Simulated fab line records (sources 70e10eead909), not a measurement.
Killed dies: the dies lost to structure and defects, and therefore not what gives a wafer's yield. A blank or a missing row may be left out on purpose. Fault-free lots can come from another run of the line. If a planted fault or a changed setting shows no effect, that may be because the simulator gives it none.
fab line records    flow nand_harc
record lots=24  wafers=72  last_day=24
route steps=1159 shown P_M0@266 P_M1@303
lots that met no fault: taken from a fault-free run of the same line
start_h: the number of hours between the record's first day and the start of the first shown wafer of the lot    wait_h: hours elapsed since this lot's preceding step    " unchanged from the row above    L1.1+2: a single row standing in for several wafers    - no value, or no start given    * or withheld: withheld    < > ~ a bound
route shown NAME@n: a module of which the file shows steps, and the number in the route of the first    usual: average and standard deviation across the fault-free wafers    same: alike in all rows    chamber/n: place in a boat    sites: per-site readings    _std_site: the values' standard deviation    _edge_site: outer sites' mean less inner sites'    radius_mm: for every site, how far away it sits from the centre of the wafer    mask NAME#n: copy n    behind: the most recent tool/chamber to have shaped the wafer    hold: why the lot went on hold/how many hours it stayed there/how the hold came to an end    device: names the non-switching transistor (n, p or np)    end of line: the tests these same wafers got at the end of their route    a step given without rows: its recipe and nothing more    killed: count of dies lost to structure and defects at first sort (not the wafer's yield)    map: per-die view of a wafer (x killed, . not killed, _ where there is no die)
set.NAME: the setting the step ran with; set.NAME@STEP: the setting that earlier step ran with    model.NAME: the simulator's own value behind a step, which no gauge read
the route's steps for a sample of lots (tables are steps, rows are wafers)
services: the hour from which a tool's chamber was out of use, counted from the record's first day as start_h (under 0 if before that day), plus the number of hours and why
## steps
# step NHARC_P_M0_DESCUM_14
# recipe time_s=3  o2_flow_sccm=200  ar_flow_sccm=0  bias_power_w=0  chemistry=O2
# usual chamber_pressure_mTorr=59.99/0.054  drypump_motor_current_A=5.5/0.61  oes_product_au=0.998/0.0081  rf_vpp_V=57.5/0.85  showerhead_plenum_p_Torr=1.87/0.081  throttle_valve_pct=11.311/0.0097
lot.wafer  tool         chamber  start_h  wait_h  chamber_pressure_mTorr  drypump_motor_current_A  oes_product_au  rf_hours_counter_h  rf_vpp_V  showerhead_plenum_p_Torr  throttle_valve_pct
L074.1     rie_diel-04  2        111.27   0.1     60.03                   6.4                      1.001           11                  57.4      1.89                      11.316
L074.5     "            2        "        "       60.17                   6.4                      0.998           -                   56.9      1.89                      11.311
L074.6     "            3        "        "       59.97                   6.5                      1.005           -                   56.0      1.84                      11.315
L075.4     rie_diel-04  0        121.32   0.1     59.88                   5.7                      0.990           0                   59.0      2.06                      11.322
L075.1     "            2        "        "       59.95                   6.4                      0.988           0                   56.8      1.89                      11.297
L075.2     "            3        "        "       60.01                   6.5                      0.990           0                   57.6      1.84                      11.305
L077.1     rie_diel-11  0        134.83   0.1     59.91                   6.1                      0.999           7                   58.2      1.91                      11.296
L077.6     "            2        "        "       60.04                   6.2                      0.987           -                   58.9      1.80                      11.307
L077.5     "            3        "        "       59.97                   4.8                      0.995           -                   57.5      1.80                      11.327
L076.2     rie_diel-07  1        135.12   0.1     60.10                   5.2                      0.993           4                   56.2      1.85                      11.308
L076.4     "            2        "        "       59.93                   5.5                      1.006           4                   58.7      1.87                      11.297
L076.6     "            3        "        "       59.99                   5.2                      0.984           -                   59.4      2.04                      11.319
L078.2     rie_diel-07  1        143.87   0.1     60.04                   5.2                      0.999           5                   57.8      1.85                      11.316
L078.1     "            3        "        "       59.87                   5.2                      1.002           5                   58.4      2.04                      11.325
L078.6     "            1        "        "       59.97                   5.2                      0.988           -                   56.8      1.85                      11.312
L079.1     rie_diel-07  3        144.05   0.1     60.08                   5.2                      0.991           5                   57.0      2.04                      11.303
L079.2     "            0        "        "       60.01                   6.0                      0.988           5                   55.8      1.84                      11.314
L079.3     "            1        "        "       59.96                   5.2                      0.995           5                   57.5      1.85                      11.332
L080.2     rie_diel-11  0        165.01   0.1     59.93                   6.1                      1.001           8                   56.2      1.91                      11.308
L080.5     "            0        "        "       59.96                   6.0                      0.984           -                   58.3      1.91                      11.322
L080.6     "            1        "        "       59.98                   4.7                      0.986           -                   55.5      1.83                      11.305
L082.3     rie_diel-07  2        165.56   0.1     60.01                   5.5                      1.013           6                   58.6      1.87                      11.315
L082.1     "            3        "        "       59.93                   5.1                      0.995           6                   59.1      2.04                      11.314
L082.6     "            2        "        "       59.95                   5.5                      1.003           -                   57.5      1.87                      11.309
L081.1     rie_diel-11  1        165.73   0.1     60.13                   4.7                      1.001           9                   56.4      1.83                      11.317
L081.5     "            3        "        "       60.04                   4.8                      1.002           -                   57.0      1.80                      11.309
L081.6     "            0        "        "       60.06                   6.1                      0.999           -                   57.6      1.92                      11.316
L083.4     rie_diel-07  0        173.39   0.1     59.96                   6.0                      1.004           6                   56.2      1.84                      11.327
L083.6     "            2        "        "       59.97                   5.5                      1.004           -                   57.3      1.87                      11.309
L083.5     "            3        "        "       59.99                   5.1                      1.000           -                   58.1      2.04                      11.308
L084.4     rie_diel-11  2        182.73   0.1     59.92                   6.2                      0.986           11                  57.7      1.80                      11.302
L084.1     "            1        "        "       59.99                   4.7                      0.994           11                  56.8      1.83                      11.325
L084.6     "            3        "        "       60.06                   4.8                      0.995           -                   58.7      1.80                      11.302
L085.4     rie_diel-07  3        191.57   0.1     59.98                   5.2                      1.002           7                   59.4      2.04                      11.309
L085.2     "            1        "        "       60.04                   5.2                      0.993           8                   56.7      1.84                      11.306
L085.6     "            3        "        "       59.96                   5.2                      1.004           -                   57.4      2.04                      11.309
L086.2     rie_diel-07  0        192.12   0.1     60.03                   6.0                      1.002           8                   56.3      1.84                      11.326
L086.6     "            2        "        "       59.97                   5.6                      0.998           -                   58.8      1.87                      11.294
L086.5     "            3        "        "       59.96                   5.1                      0.995           -                   57.9      2.04                      11.301
L087.1     rie_diel-04  1        203.56   0.1     60.06                   5.3                      0.997           7                   57.3      2.01                      11.325
L087.6     "            1        "        "       59.93                   5.3                      1.003           -                   58.0      2.01                      11.305
L087.4     "            2        "        "       59.98                   6.4                      1.006           -                   58.6      1.89                      11.300
L089.4     rie_diel-11  0        204.10   0.1     60.01                   6.0                      0.991           1                   57.6      1.91                      11.308
L089.3     "            1        "        "       59.98                   4.7                      0.994           1                   57.8      1.83                      11.302
L089.6     "            2        "        "       60.01                   6.2                      1.003           -                   56.8      1.79                      11.307
L088.3     rie_diel-07  1        204.64   0.1     59.94                   5.2                      0.991           8                   58.2      1.84                      11.319
L088.4     "            2        "        "       60.10                   5.5                      0.991           8                   58.0      1.87                      11.301
L088.5     "            1        "        "       59.99                   5.2                      0.997           -                   57.3      1.84                      11.321
L090.1     rie_diel-11  1        211.97   0.1     60.00                   4.7                      1.008           1                   58.7      1.83                      11.293
L090.6     "            2        "        "       60.01                   6.3                      1.005           -                   56.7      1.79                      11.301
L090.5     "            3        "        "       59.95                   4.8                      0.995           -                   56.6      1.80                      11.310
L091.1     rie_diel-11  0        213.61   0.1     59.93                   6.0                      0.992           1                   57.7      1.91                      11.318
L091.3     "            2        "        "       59.92                   6.2                      0.998           1                   57.1      1.79                      11.300
L091.6     "            3        "        "       60.02                   4.8                      0.973           -                   57.3      1.80                      11.305
L093.4     rie_diel-04  3        234.05   0.1     59.97                   6.4                      1.005           9                   57.5      1.84                      11.302
L093.1     "            0        "        "       59.95                   5.7                      1.004           9                   57.0      2.06                      11.321
L093.2     "            2        "        "       60.06                   6.4                      0.986           9                   57.4      1.89                      11.324
L092.1     rie_diel-11  0        234.63   0.1     60.01                   6.1                      1.005           4                   57.5      1.91                      11.324
L092.5     "            1        "        "       60.02                   4.7                      1.000           -                   58.0      1.83                      11.313
L092.6     "            2        "        "       60.06                   6.2                      0.998           -                   57.6      1.79                      11.322
L095.1     rie_diel-11  0        235.59   0.1     60.05                   6.1                      0.999           4                   58.4      1.91                      11.318
L095.5     "            3        "        "       60.04                   4.8                      0.981           -                   57.0      1.80                      11.307
L095.6     "            0        "        "       60.04                   6.0                      1.006           -                   56.7      1.91                      11.299
L094.3     rie_diel-11  0        237.31   0.1     60.12                   6.0                      1.005           4                   57.1      1.91                      11.326
L094.2     "            3        "        "       60.04                   4.8                      0.984           4                   57.9      1.80                      11.305
L094.6     "            0        "        "       60.10                   6.0                      0.997           -                   58.0      1.91                      11.320
L096.3     rie_diel-11  1        245.33   0.1     59.94                   4.7                      0.977           4                   57.5      1.83                      11.321
L096.4     "            3        "        "       59.95                   4.8                      0.992           5                   56.5      1.80                      11.311
L096.6     "            2        "        "       60.01                   6.2                      1.011           -                   58.7      1.79                      11.312
L097.3     rie_diel-11  0        246.02   0.1     59.88                   6.0                      1.004           4                   59.2      1.91                      11.301
L097.5     "            1        "        "       59.98                   4.7                      0.996           -                   58.1      1.83                      11.309
L097.6     "            2        "        "       59.89                   6.2                      1.008           -                   57.5      1.79                      11.298
# step NHARC_P_M0_PRE_CLEAN_29
# recipe time_s=30  temp_c=280  gas=H2/He
# usual heater_power_w=418/46
lot.wafer  tool            chamber  start_h  wait_h  heater_power_w
L074.1     pvd_sputter-02  -        -        -       483
L074.6     "               -        "        "       477
L074.5     "               -        "        "       463
L075.2     pvd_sputter-03  -        -        -       362
L075.4     "               -        "        "       398
L075.1     "               -        "        "       439
L077.1     pvd_sputter-03  -        -        -       350
L077.5     "               -        "        "       396
L077.6     "               -        "        "       453
L076.4     pvd_sputter-02  -        -        -       461
L076.2     "               -        "        "       476
L076.6     "               -        "        "       468
L078.1     pvd_sputter-01  -        -        -       332
L078.2     "               -        "        "       379
L078.6     "               -        "        "       339
L079.3     pvd_sputter-02  -        -        -       484
L079.2     "               -        "        "       470
L079.1     "               -        "        "       440
L080.2     pvd_sputter-02  -        -        -       435
L080.5     "               -        "        "       478
L080.6     "               -        "        "       471
L082.3     pvd_sputter-03  -        -        -       362
L082.1     "               -        "        "       393
L082.6     "               -        "        "       345
L081.1     pvd_sputter-02  -        -        -       441
L081.5     "               -        "        "       456
L081.6     "               -        "        "       431
L083.4     pvd_sputter-03  -        -        -       441
L083.6     "               -        "        "       454
L083.5     "               -        "        "       349
L084.1     pvd_sputter-01  -        -        -       343
L084.4     "               -        "        "       392
L084.6     "               -        "        "       405
L085.2     pvd_sputter-03  -        -        -       396
L085.4     "               -        "        "       370
L085.6     "               -        "        "       453
L086.2     pvd_sputter-02  -        -        -       425
L086.6     "               -        "        "       431
L086.5     "               -        "        "       439
L087.4     pvd_sputter-01  -        -        -       355
L087.1     "               -        "        "       346
L087.6     "               -        "        "       412
L089.3     pvd_sputter-02  -        -        -       452
L089.4     "               -        "        "       483
L089.6     "               -        "        "       432
L088.4     pvd_sputter-01  -        -        -       397
L088.3     "               -        "        "       405
L088.5     "               -        "        "       392
L090.1     pvd_sputter-03  -        -        -       450
L090.6     "               -        "        "       350
L090.5     "               -        "        "       349
L091.1     pvd_sputter-01  -        -        -       416
L091.3     "               -        "        "       353
L091.6     "               -        "        "       364
L093.1     pvd_sputter-01  -        -        -       404
L093.4     "               -        "        "       402
L093.2     "               -        "        "       369
L092.1     pvd_sputter-02  -        -        -       518
L092.6     "               -        "        "       452
L092.5     "               -        "        "       426
L095.1     pvd_sputter-03  -        -        -       364
L095.6     "               -        "        "       361
L095.5     "               -        "        "       395
L094.3     pvd_sputter-02  -        -        -       448
L094.2     "               -        "        "       431
L094.6     "               -        "        "       444
L096.3     pvd_sputter-02  -        -        -       468
L096.4     "               -        "        "       448
L096.6     "               -        "        "       503
L097.3     pvd_sputter-02  -        -        -       431
L097.6     "               -        "        "       493
L097.5     "               -        "        "       460
# step NHARC_P_M1_ETCH_28
# recipe target_depth_a=300  over_etch_frac=0.3  time_s=72.99  ion_energy_ev=150  cf4_flow_sccm=50  n2_flow_sccm=100  ar_flow_sccm=150  rf_w=300  bias_w=100  chemistry=CF4/N2
# usual chamber_pressure_mTorr=29.999/0.027  drypump_motor_current_A=5.8/0.35  oes_product_au=1.005/0.0074  rf_vpp_V=314.6/2.4  showerhead_plenum_p_Torr=2.65/0.14  throttle_valve_pct=19.793/0.01
lot.wafer  tool         chamber  start_h  wait_h  chamber_pressure_mTorr  drypump_motor_current_A  oes_product_au  rf_hours_counter_h  rf_vpp_V  showerhead_plenum_p_Torr  throttle_valve_pct
L074.1     rie_diel-09  3        -        -       30.022                  5.9                      1.004           2                   318.0     2.81                      19.792
L074.6     "            1        "        "       29.950                  5.9                      0.993           -                   312.3     2.49                      19.793
L074.5     "            2        "        "       30.001                  5.8                      1.007           -                   312.7     2.58                      19.787
L075.1     rie_diel-10  3        -        -       29.997                  5.6                      1.010           10                  311.9     2.56                      19.792
L075.2     "            0        "        "       30.010                  5.6                      0.998           10                  316.7     2.81                      19.799
L075.4     "            1        "        "       29.997                  5.9                      1.002           10                  310.8     2.46                      19.787
L077.1     rie_diel-10  3        -        -       30.015                  5.6                      1.007           11                  311.8     2.56                      19.775
L077.6     "            3        "        "       30.028                  5.6                      1.008           -                   314.7     2.56                      19.806
L077.5     "            0        "        "       29.979                  5.6                      0.998           -                   318.2     2.81                      19.812
L076.2     rie_diel-10  1        -        -       29.980                  5.9                      1.003           11                  310.9     2.46                      19.781
L076.4     "            2        "        "       30.021                  5.5                      1.004           9                   318.5     2.82                      19.787
L076.6     "            0        "        "       29.973                  5.6                      1.001           -                   317.5     2.81                      19.794
L078.2     rie_diel-09  2        -        -       29.981                  5.8                      1.017           4                   313.1     2.58                      19.789
L078.1     "            1        "        "       29.988                  5.8                      1.001           4                   311.3     2.49                      19.801
L078.6     "            2        "        "       29.958                  5.9                      1.018           -                   313.8     2.58                      19.777
L079.1     rie_diel-01  1        -        -       29.984                  5.1                      0.999           0                   315.4     2.76                      19.782
L079.2     "            2        "        "       30.054                  6.5                      0.992           0                   313.1     2.53                      19.782
L079.3     "            0        "        "       29.975                  6.0                      0.991           0                   312.6     2.47                      19.781
L080.2     rie_diel-01  3        -        -       29.978                  6.0                      1.013           0                   316.7     2.71                      19.798
L080.6     "            2        "        "       30.014                  6.5                      1.001           -                   311.8     2.53                      19.787
L080.5     "            3        "        "       30.005                  6.0                      1.009           -                   314.8     2.71                      19.800
L082.3     rie_diel-10  1        -        -       29.948                  5.9                      1.000           14                  311.0     2.46                      19.778
L082.1     "            2        "        "       29.982                  5.5                      1.007           12                  317.4     2.82                      19.792
L082.6     "            3        "        "       29.986                  5.6                      1.003           -                   313.3     2.56                      19.780
L081.1     rie_diel-01  0        -        -       29.989                  6.1                      1.008           1                   309.8     2.47                      19.801
L081.6     "            0        "        "       29.999                  6.1                      0.997           -                   311.1     2.47                      19.797
L081.5     "            1        "        "       30.020                  5.1                      1.001           -                   315.8     2.76                      19.791
L083.4     rie_diel-01  2        -        -       30.023                  6.5                      1.004           1                   313.5     2.53                      19.797
L083.6     "            0        "        "       30.003                  6.1                      0.993           -                   311.2     2.47                      19.772
L083.5     "            1        "        "       29.997                  5.1                      1.000           -                   317.5     2.76                      19.802
L084.1     rie_diel-01  2        -        -       29.972                  6.5                      0.999           2                   312.2     2.53                      19.803
L084.4     "            3        "        "       30.004                  6.0                      1.005           1                   315.9     2.71                      19.790
L084.6     "            1        "        "       29.988                  5.1                      1.009           -                   316.4     2.76                      19.818
L085.4     rie_diel-09  3        -        -       29.990                  5.9                      1.004           6                   316.9     2.81                      19.795
L085.2     "            0        "        "       29.938                  6.0                      1.020           6                   317.0     2.79                      19.793
L085.6     "            3        "        "       30.061                  5.9                      1.011           -                   316.4     2.81                      19.804
L086.2     rie_diel-10  1        -        -       30.023                  5.9                      1.012           1                   312.1     2.46                      19.775
L086.6     "            0        "        "       30.000                  5.6                      1.005           -                   315.7     2.81                      19.780
L086.5     "            1        "        "       29.988                  5.9                      1.001           -                   312.2     2.46                      19.783
L087.4     rie_diel-01  1        -        -       29.985                  5.1                      0.997           2                   316.2     2.76                      19.802
L087.1     "            2        "        "       30.012                  6.5                      0.999           2                   311.7     2.53                      19.810
L087.6     "            3        "        "       30.068                  6.0                      0.999           -                   316.1     2.71                      19.777
L089.3     rie_diel-09  3        -        -       30.035                  5.9                      1.017           7                   317.1     2.81                      19.792
L089.4     "            1        "        "       30.018                  5.9                      1.011           7                   312.2     2.49                      19.798
L089.6     "            2        "        "       30.054                  5.8                      1.013           -                   313.4     2.58                      19.813
L088.4     rie_diel-10  0        -        -       30.055                  5.6                      1.003           1                   316.1     2.81                      19.789
L088.3     "            2        "        "       29.994                  5.5                      1.018           1                   317.5     2.82                      19.796
L088.5     "            1        "        "       29.970                  6.0                      1.017           -                   312.3     2.46                      19.802
L090.1     rie_diel-10  1        -        -       30.008                  5.9                      1.007           1                   310.3     2.46                      19.791
L090.6     "            2        "        "       29.960                  5.5                      0.997           -                   318.1     2.82                      19.792
L090.5     "            3        "        "       30.001                  5.6                      1.003           -                   313.8     2.56                      19.804
L091.1     rie_diel-01  1        -        -       29.970                  5.1                      1.011           2                   316.4     2.76                      19.798
L091.3     "            2        "        "       29.983                  6.6                      0.999           2                   312.6     2.53                      19.797
L091.6     "            1        "        "       29.980                  5.1                      1.010           -                   317.1     2.76                      19.793
L093.1     rie_diel-10  1        -        -       30.022                  5.9                      0.998           3                   311.4     2.46                      19.791
L093.2     "            2        "        "       29.982                  5.5                      1.011           3                   317.3     2.82                      19.778
L093.4     "            1        "        "       29.976                  5.9                      0.998           -                   311.4     2.46                      19.789
L092.1     rie_diel-09  3        -        -       29.995                  5.9                      1.006           8                   317.3     2.80                      19.797
L092.5     "            1        "        "       30.031                  5.9                      0.996           -                   312.0     2.49                      19.809
L092.6     "            2        "        "       30.028                  5.8                      1.001           -                   313.2     2.58                      19.790
L095.1     rie_diel-10  2        -        -       29.997                  5.5                      1.007           4                   317.8     2.82                      19.785
L095.5     "            2        "        "       30.034                  5.5                      1.007           -                   317.4     2.82                      19.793
L095.6     "            0        "        "       30.000                  5.6                      1.002           -                   317.7     2.81                      19.786
L094.2     rie_diel-09  0        -        -       29.940                  6.0                      1.005           8                   316.5     2.79                      19.793
L094.3     "            1        "        "       30.065                  5.9                      0.988           8                   312.6     2.49                      19.808
L094.6     "            0        "        "       29.979                  6.0                      1.000           -                   316.9     2.79                      19.799
L096.3     rie_diel-09  3        -        -       30.044                  5.9                      1.009           9                   315.9     2.80                      19.800
L096.4     "            0        "        "       30.028                  6.0                      0.996           9                   317.5     2.79                      19.795
L096.6     "            0        "        "       29.987                  6.0                      1.000           -                   317.0     2.79                      19.784
L097.3     rie_diel-01  1        -        -       29.940                  5.1                      1.009           3                   315.1     2.76                      19.795
L097.5     "            3        "        "       29.998                  6.0                      1.006           -                   314.3     2.71                      19.787
L097.6     "            0        "        "       30.013                  6.1                      0.998           -                   311.7     2.47                      19.799
# step NHARC_P_M1_PVD_21
# recipe target_thk_a=300  chamber_pressure_pa=5  power_w=5000  substrate_temp_c=30  time_s=20.49  material=Cu
# usual throttle_valve_pct=30.3/0.9
lot.wafer  tool            chamber  start_h  wait_h  throttle_valve_pct
L074.1     pvd_sputter-03  -        -        -       29.3
L074.6     "               -        "        "       29.2
L074.5     "               -        "        "       30.9
L075.2     pvd_sputter-01  -        -        -       30.5
L075.1     "               -        "        "       31.2
L075.4     "               -        "        "       29.6
L077.1     pvd_sputter-01  -        -        -       31.3
L077.6     "               -        "        "       31.2
L077.5     "               -        "        "       31.2
L076.4     pvd_sputter-03  -        -        -       31.1
L076.2     "               -        "        "       29.5
L076.6     "               -        "        "       31.2
L078.2     pvd_sputter-01  -        -        -       31.4
L078.1     "               -        "        "       30.5
L078.6     "               -        "        "       30.9
L079.1     pvd_sputter-01  -        -        -       31.1
L079.3     "               -        "        "       31.3
L079.2     "               -        "        "       30.7
L080.2     pvd_sputter-02  -        -        -       30.0
L080.5     "               -        "        "       29.9
L080.6     "               -        "        "       30.2
L082.3     pvd_sputter-01  -        -        -       30.6
L082.1     "               -        "        "       30.4
L082.6     "               -        "        "       29.5
L081.1     pvd_sputter-03  -        -        -       29.5
L081.5     "               -        "        "       29.1
L081.6     "               -        "        "       29.5
L083.4     pvd_sputter-03  -        -        -       29.2
L083.5     "               -        "        "       29.1
L083.6     "               -        "        "       29.4
L084.1     pvd_sputter-03  -        -        -       29.4
L084.4     "               -        "        "       30.8
L084.6     "               -        "        "       29.2
L085.2     pvd_sputter-01  -        -        -       30.8
L085.4     "               -        "        "       29.3
L085.6     "               -        "        "       31.4
L086.2     pvd_sputter-01  -        -        -       30.7
L086.6     "               -        "        "       30.6
L086.5     "               -        "        "       29.0
L087.1     pvd_sputter-02  -        -        -       28.1
L087.4     "               -        "        "       30.5
L087.6     "               -        "        "       29.9
L089.4     pvd_sputter-03  -        -        -       31.0
L089.3     "               -        "        "       29.3
L089.6     "               -        "        "       31.0
L088.3     pvd_sputter-01  -        -        -       31.4
L088.4     "               -        "        "       30.5
L088.5     "               -        "        "       30.6
L090.1     pvd_sputter-01  -        -        -       29.1
L090.6     "               -        "        "       30.7
L090.5     "               -        "        "       31.3
L091.1     pvd_sputter-01  -        -        -       31.2
L091.3     "               -        "        "       30.9
L091.6     "               -        "        "       31.6
L093.4     pvd_sputter-03  -        -        -       31.1
L093.1     "               -        "        "       29.5
L093.2     "               -        "        "       30.9
L092.1     pvd_sputter-02  -        -        -       30.2
L092.6     "               -        "        "       28.9
L092.5     "               -        "        "       30.4
L095.1     pvd_sputter-01  -        -        -       30.5
L095.5     "               -        "        "       30.6
L095.6     "               -        "        "       28.9
L094.3     pvd_sputter-02  -        -        -       28.2
L094.2     "               -        "        "       29.2
L094.6     "               -        "        "       28.3
L096.3     pvd_sputter-01  -        -        -       30.5
L096.4     "               -        "        "       30.6
L096.6     "               -        "        "       28.9
L097.3     pvd_sputter-03  -        -        -       30.9
L097.6     "               -        "        "       29.7
L097.5     "               -        "        "       30.9
# step NHARC_P_M1_INSPECT_27
# usual raw_defect_count=344/150
lot.wafer  tool               chamber  start_h  wait_h  raw_defect_count
L074.1     defect_inspect-02  -        117.88   0.0     288
L074.5     "                  -        "        "       249
L074.6     "                  -        "        "       410
L075.1     defect_inspect-01  -        128.24   0.0     346
L075.2     "                  -        "        "       343
L075.4     "                  -        "        "       577
L077.1     defect_inspect-01  -        141.32   0.0     321
L077.5     "                  -        "        "       179
L077.6     "                  -        "        "       193
L076.2     defect_inspect-01  -        141.78   0.0     324
L076.4     "                  -        "        "       234
L076.6     "                  -        "        "       500
L078.1     defect_inspect-01  -        150.69   0.0     659
L078.2     "                  -        "        "       432
L078.6     "                  -        "        "       730
L079.1     defect_inspect-01  -        151.31   0.0     170
L079.2     "                  -        "        "       195
L079.3     "                  -        "        "       240
L080.2     defect_inspect-02  -        171.53   0.0     264
L080.5     "                  -        "        "       248
L080.6     "                  -        "        "       145
L082.1     defect_inspect-02  -        172.24   0.0     347
L082.3     "                  -        "        "       333
L082.6     "                  -        "        "       274
L081.1     defect_inspect-01  -        172.35   0.0     375
L081.5     "                  -        "        "       440
L081.6     "                  -        "        "       291
L083.4     defect_inspect-02  -        180.46   0.0     359
L083.5     "                  -        "        "       351
L083.6     "                  -        "        "       243
L084.1     defect_inspect-01  -        190.09   0.0     228
L084.4     "                  -        "        "       485
L084.6     "                  -        "        "       168
L085.2     defect_inspect-01  -        198.17   0.0     251
L085.4     "                  -        "        "       269
L085.6     "                  -        "        "       217
L086.2     defect_inspect-01  -        198.88   0.0     269
L086.5     "                  -        "        "       209
L086.6     "                  -        "        "       433
L087.1     defect_inspect-01  -        210.71   0.0     458
L087.4     "                  -        "        "       299
L087.6     "                  -        "        "       333
L089.3     defect_inspect-01  -        211.27   0.0     196
L089.4     "                  -        "        "       199
L089.6     "                  -        "        "       152
L088.3     defect_inspect-01  -        211.37   0.0     279
L088.4     "                  -        "        "       257
L088.5     "                  -        "        "       314
L090.1     defect_inspect-01  -        220.93   2.3     357
L090.5     "                  -        "        "       419
L090.6     "                  -        "        "       362
L091.1     defect_inspect-01  -        221.33   0.0     181
L091.3     "                  -        "        "       340
L091.6     "                  -        "        "       468
L093.1     defect_inspect-01  -        241.01   0.0     229
L093.2     "                  -        "        "       368
L093.4     "                  -        "        "       189
L092.1     defect_inspect-01  -        241.30   0.0     384
L092.5     "                  -        "        "       342
L092.6     "                  -        "        "       314
L095.1     defect_inspect-01  -        242.49   0.1     249
L095.5     "                  -        "        "       197
L095.6     "                  -        "        "       294
L094.2     defect_inspect-02  -        245.38   0.0     525
L094.3     "                  -        "        "       463
L094.6     "                  -        "        "       471
L096.3     defect_inspect-01  -        252.37   0.0     564
L096.4     "                  -        "        "       527
L096.6     "                  -        "        "       360
L097.3     defect_inspect-02  -        252.95   0.0     368
L097.5     "                  -        "        "       451
L097.6     "                  -        "        "       516
# step NHARC_P_M1_DEP_33
# recipe target_thk_a=300  temp_c=370  target_thk_nm=30  pressure_torr=3  flow_sccm=200  rf_w=450  material=SiCN
# usual heater_power_w=609/72
lot.wafer  tool      chamber  start_h  wait_h  heater_power_w
L074.1     pecvd-01  0        118.03   0.1     606
L074.6     "         1        "        "       650
L074.5     "         2        "        "       694
L075.2     pecvd-02  1        128.43   0.1     581
L075.1     "         2        "        "       567
L075.4     "         2        "        "       568
L077.1     pecvd-01  2        141.47   0.1     630
L077.6     "         2        "        "       625
L077.5     "         1        "        "       643
L076.2     pecvd-02  0        141.97   0.1     586
L076.4     "         2        "        "       613
L076.6     "         0        "        "       600
L078.1     pecvd-01  2        150.84   0.1     664
L078.2     "         0        "        "       626
L078.6     "         2        "        "       670
L079.3     pecvd-01  1        151.58   0.1     565
L079.2     "         2        "        "       669
L079.1     "         0        "        "       660
L080.2     pecvd-02  0        171.67   0.1     608
L080.5     "         0        "        "       621
L080.6     "         1        "        "       550
L082.3     pecvd-02  0        172.83   0.1     578
L082.1     "         2        "        "       603
L082.6     "         1        "        "       616
L081.1     pecvd-01  0        172.98   0.1     587
L081.6     "         0        "        "       586
L081.5     "         1        "        "       608
L083.4     pecvd-03  1        180.73   0.2     616
L083.5     "         2        "        "       722
L083.6     "         0        "        "       520
L084.1     pecvd-03  2        190.28   0.1     769
L084.4     "         2        "        "       761
L084.6     "         0        "        "       465
L085.2     pecvd-03  0        198.36   0.1     535
L085.6     "         2        "        "       737
L085.4     "         0        "        "       537
L086.2     pecvd-01  2        199.18   0.1     597
L086.5     "         0        "        "       546
L086.6     "         1        "        "       579
L087.1     pecvd-01  0        211.31   0.1     614
L087.6     "         2        "        "       658
L087.4     "         0        "        "       632
L089.3     pecvd-03  1        211.46   0.1     643
L089.4     "         1        "        "       657
L089.6     "         2        "        "       774
L088.3     pecvd-01  2        211.69   0.1     623
L088.5     "         0        "        "       549
L088.4     "         2        "        "       654
L090.1     pecvd-03  0        221.18   0.1     492
L090.6     "         0        "        "       493
L090.5     "         2        "        "       797
L091.1     pecvd-02  0        221.48   0.1     621
L091.3     "         1        "        "       537
L091.6     "         2        "        "       586
L093.1     pecvd-02  1        241.35   0.1     617
L093.2     "         0        "        "       559
L093.4     "         0        "        "       564
L092.1     pecvd-03  1        241.52   0.1     558
L092.5     "         1        "        "       560
L092.6     "         0        "        "       451
L095.1     pecvd-03  0        242.72   0.1     527
L095.5     "         1        "        "       656
L095.6     "         2        "        "       746
L094.3     pecvd-03  2        245.53   0.1     670
L094.2     "         1        "        "       579
L094.6     "         1        "        "       582
L096.3     pecvd-03  0        252.56   0.1     496
L096.6     "         0        "        "       516
L096.4     "         1        "        "       614
L097.3     pecvd-01  0        253.51   0.1     619
L097.5     "         1        "        "       647
L097.6     "         2        "        "       682
## services
tool            chamber  start_h  hours  kind
rie_diel-11     0        95.00    -      clean
rie_diel-07     -        100.70   0.1    repair
pvd_sputter-03  -        102.00   10.0   pm
rie_diel-11     0        106.05   3.3    repair
pecvd-03        -        111.00   13.0   pm
rie_diel-04     -        111.90   9.0    pm
rie_diel-07     2        118.57   8.7    repair
rie_diel-04     3        122.99   3.2    repair
rie_diel-01     -        137.80   9.0    pm
pecvd-02        1        143.85   4.5    repair
pecvd-02        -        153.43   13.0   pm
pvd_sputter-01  -        158.00   10.0   pm
rie_diel-04     -        168.34   0.5    repair
rie_diel-10     -        176.50   9.0    pm
rie_diel-11     -        189.50   9.0    pm
pvd_sputter-02  -        214.00   10.0   pm
rie_diel-04     2        224.64   4.7    repair
rie_diel-07     -        228.47   9.0    pm
pecvd-02        2        233.49   16.3   repair
rie_diel-10     3        237.06   7.2    repair
pecvd-01        -        237.38   13.0   pm
rie_diel-01     1        241.05   2.1    repair
pvd_sputter-03  -        245.39   2.3    repair
pvd_sputter-02  -        251.28   8.1    repair
## key
fault none
